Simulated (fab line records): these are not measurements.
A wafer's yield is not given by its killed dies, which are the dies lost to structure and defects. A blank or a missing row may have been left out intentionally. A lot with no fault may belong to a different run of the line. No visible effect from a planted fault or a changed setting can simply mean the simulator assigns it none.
Which tool was responsible? | flow nand_harc | 37 wafers from 13 lots sampled at 5 of the route's 1302 steps

WHAT EACH GAUGE READ, for each wafer
NHARC_A_BLC_INSPECT_12.
lot  | measured     | on                | raw_defect_count
L493 | day 23 13:03 | defect_inspect-01 | 120 106 101
L495 | day 23 18:59 | defect_inspect-01 | 149 149 157
L496 | day 23 21:57 | defect_inspect-01 | 26 17 17
L497 | day 24 10:34 | defect_inspect-02 | 58 73 70
L498 | day 25 08:44 | defect_inspect-01 | 79 77 65
L499 | day 26 06:52 | defect_inspect-01 | 131 151 133
L500 | day 26 17:38 | defect_inspect-02 | 96 84 77
L501 | day 26 22:25 | defect_inspect-02 | 48 39 56
L502 | day 27 04:07 | defect_inspect-01 | 119 103 101
L503 | day 27 08:07 | defect_inspect-01 | 59 34 56
L511 | day 31 01:20 | defect_inspect-01 | 85 92
L513 | day 31 08:51 | defect_inspect-01 | 76 81 76
L512 | day 31 14:47 | defect_inspect-02 | 79 88

NHARC_END_SORT_01.
lot  | measured     | on        | killed_at_array | killed_at_other | killed_at_periphery | killed_dies | killed_open | killed_short
L502 | day 28 20:01 | prober-02 | 68 72 67        | 0 0 0           | 4 1 3               | 72 73 70    | 5 3 6       | 2 1 3
L511 | day 33 04:43 | prober-02 | 57 169          | 1 0             | 5 2                 | 63 171      | 1 1         | 2 5
L512 | day 33 13:16 | prober-01 | 56 136          | 0 0             | 1 6                 | 57 142      | 3 5         | 5 3

WHICH TOOL RAN EACH LOT (tool, then ch and the chambers of the sampled wafers, then the start)
lot  | NHARC_A_BLC_ETCH_17                | NHARC_A_BLC_STRIP_21               | NHARC_A_BLC_DEGAS_30
L493 | rie_diel-13 ch 0,1,3, day 23 13:20 | rie_diel-11 ch 0,1,3, day 23 14:16 | pvd_sputter-01, day 23 14:42
L495 | rie_diel-13 ch 1,3, day 23 19:16   | rie_diel-13 ch 1,2,3, day 23 20:12 | pvd_sputter-02, day 23 20:38
L496 | rie_diel-13 ch 0,1, day 23 22:14   | rie_diel-11 ch 2,3, day 23 23:10   | pvd_sputter-02, day 23 23:35
L497 | rie_diel-11 ch 0,1,2, day 24 10:50 | rie_diel-13 ch 1,2,3, day 24 11:46 | pvd_sputter-02, day 24 12:11
L498 | rie_diel-13 ch 1,2,3, day 25 09:04 | rie_diel-11 ch 1,2,3, day 25 09:58 | pvd_sputter-02, day 25 10:24
L499 | rie_diel-13 ch 0,1,3, day 26 07:14 | rie_diel-11 ch 0,1,2, day 26 08:05 | pvd_sputter-03, day 26 08:30
L500 | rie_diel-13 ch 0,1,2, day 26 17:53 | rie_diel-11 ch 1,2, day 26 18:51   | pvd_sputter-03, day 26 19:17
L501 | rie_diel-13 ch 1,2,3, day 26 22:42 | rie_diel-11 ch 1,3, day 26 23:38   | pvd_sputter-03, day 27 00:04
L502 | rie_diel-13 ch 1,2,3, day 27 04:24 | rie_diel-11 ch 0,1,2, day 27 05:19 | pvd_sputter-01, day 27 05:45
L503 | rie_diel-11 ch 0,1,2, day 27 08:22 | rie_diel-13 ch 0,1,3, day 27 09:19 | pvd_sputter-01, day 27 09:44
L511 | rie_diel-13 ch 1,2, day 31 01:42   | rie_diel-01 ch 0,3, day 31 02:34   | pvd_sputter-01, day 31 03:00
L513 | rie_diel-11 ch 0,1,2, day 31 09:05 | rie_diel-13 ch 0,1,2, day 31 10:08 | pvd_sputter-02, day 31 10:35
L512 | rie_diel-13 ch 0,3, day 31 15:06   | rie_diel-13 ch 0,1, day 31 15:59   | pvd_sputter-02, day 31 16:25
- NHARC_A_BLC_ETCH_17: etches the open film in N2/H2, target depth 390 nm, time 609.38 s.
- NHARC_A_BLC_STRIP_21: strips in O2.
- NHARC_A_BLC_DEGAS_30: time 60 s.

AS READ BY THE TOOLS THEMSELVES (means over the sampled wafers that have a number; for cases with no such wafer, the mark the record gives instead)
NHARC_A_BLC_ETCH_17.
lot  | tool        | drypump_motor_current_A (A) | oes_product_au (a.u.) | rf_vpp_V (V) | showerhead_plenum_p_Torr (Torr) | throttle_valve_pct (%)
L493 | rie_diel-13 | 6.0                         | 1.001                 | 430.7        | 2.07                            | 14.175
L495 | rie_diel-13 | 6.3                         | 0.990                 | 432.7        | 2.13                            | 14.161
L496 | rie_diel-13 | 6.1                         | 1.015                 | 431.6        | 2.04                            | 14.176
L497 | rie_diel-11 | 5.2                         | 0.994                 | 429.5        | 2.01                            | 14.167
L498 | rie_diel-13 | 6.0                         | 1.003                 | 432.0        | 2.04                            | 14.176
L499 | rie_diel-13 | 6.0                         | 1.002                 | 430.6        | 2.07                            | 14.174
L500 | rie_diel-13 | 5.8                         | 1.000                 | 428.7        | 1.97                            | 14.170
L501 | rie_diel-13 | 6.0                         | 1.001                 | 430.4        | 2.04                            | 14.179
L502 | rie_diel-13 | 6.0                         | 0.999                 | 429.9        | 2.04                            | 14.173
L503 | rie_diel-11 | 5.2                         | 1.004                 | 429.8        | 2.00                            | 14.183
L511 | rie_diel-13 | 6.0                         | 0.949                 | 429.0        | 1.97                            | 14.168
L513 | rie_diel-11 | 5.2                         | 1.011                 | 429.7        | 2.00                            | 14.170
L512 | rie_diel-13 | 5.8                         | 0.930                 | 431.3        | 2.06                            | 14.166

NHARC_A_BLC_STRIP_21.
lot  | tool        | drypump_motor_current_A (A) | oes_product_au (a.u.) | rf_vpp_V (V) | showerhead_plenum_p_Torr (Torr) | throttle_valve_pct (%)
L493 | rie_diel-11 | 5.8                         | 1.010                 | 58.4         | 3.44                            | 17.034
L495 | rie_diel-13 | 6.1                         | 0.993                 | 57.9         | 3.53                            | 17.035
L496 | rie_diel-11 | 5.9                         | 0.999                 | 57.0         | 3.47                            | 17.036
L497 | rie_diel-13 | 6.1                         | 0.994                 | 58.1         | 3.53                            | 17.036
L498 | rie_diel-11 | 5.6                         | 0.996                 | 57.9         | 3.42                            | 17.037
L499 | rie_diel-11 | 5.2                         | 1.001                 | 57.3         | 3.48                            | 17.029
L500 | rie_diel-11 | 5.3                         | 1.005                 | 57.4         | 3.38                            | 17.045
L501 | rie_diel-11 | 5.8                         | 1.006                 | 56.7         | 3.34                            | 17.038
L502 | rie_diel-11 | 5.2                         | 1.005                 | 57.1         | 3.48                            | 17.046
L503 | rie_diel-13 | 6.0                         | 1.002                 | 58.0         | 3.57                            | 17.043
L511 | rie_diel-01 | 5.7                         | 1.008                 | 57.3         | 3.40                            | 17.041
L513 | rie_diel-13 | 5.8                         | 1.007                 | 57.6         | 3.43                            | 17.039
L512 | rie_diel-13 | 5.9                         | 1.004                 | 57.6         | 3.50                            | 17.041

NHARC_A_BLC_DEGAS_30.
lot  | tool           | heater_power_w (W)
L493 | pvd_sputter-01 | 484
L495 | pvd_sputter-02 | 499
L496 | pvd_sputter-02 | 478
L497 | pvd_sputter-02 | 481
L498 | pvd_sputter-02 | 482
L499 | pvd_sputter-03 | 474
L500 | pvd_sputter-03 | 498
L501 | pvd_sputter-03 | 465
L502 | pvd_sputter-01 | 489
L503 | pvd_sputter-01 | 494
L511 | pvd_sputter-01 | 504
L513 | pvd_sputter-02 | 498
L512 | pvd_sputter-02 | 510

THE ANSWER, worked out from the rows above alone
Rule: the lots themselves supply what counts as usual. Put in order of their means at a reading, lots are off if they are a third of the lots or fewer, leave a main group of 4 or more, and stand apart from it by a gap of 3 or more times the standard deviation of the main group's means; of several such gaps the widest counts. Not used: any main group whose means are identical at the precision the tables above print for the reading. Also off: a lot with no number at a reading for which 4 or more lots have one. Any other lot the step has rows for is counted as sound. The gauges are gone through in route order, then the tools' own readings, and for those a lot's mean is taken as printed above. At the first step where some lot is off, the reading lying furthest off is the one used; lots without a number count as furthest.
Off, at NHARC_A_BLC_ETCH_17 on oes_product_au: L511, L512. The main group has a mean of 1.002 a.u. with a standard deviation of 0.0066.
A tool fits if, at that step or a process step before it, it ran every lot that is off, and no sound lot after the first of them. One candidate fits, namely rie_diel-13 at NHARC_A_BLC_ETCH_17. Its last sound lot is L502 (day 27 04:24), its first lot that is off L511 (day 31 01:42): a fault that began between those two fits.
The tool's own readings at NHARC_A_BLC_ETCH_17 bear it out: on the lots that are off they differ by more than 5 times the standard deviation of the sound lots' means. oes_product_au reads 0.940 a.u. there against 1.002 a.u. on the sound lots.

WHAT WAS PUT IN BY THE SIMULATOR
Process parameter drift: rie_diel-13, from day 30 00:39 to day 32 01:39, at NHARC_A_BLC_ETCH_17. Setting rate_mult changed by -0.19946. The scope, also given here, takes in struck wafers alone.
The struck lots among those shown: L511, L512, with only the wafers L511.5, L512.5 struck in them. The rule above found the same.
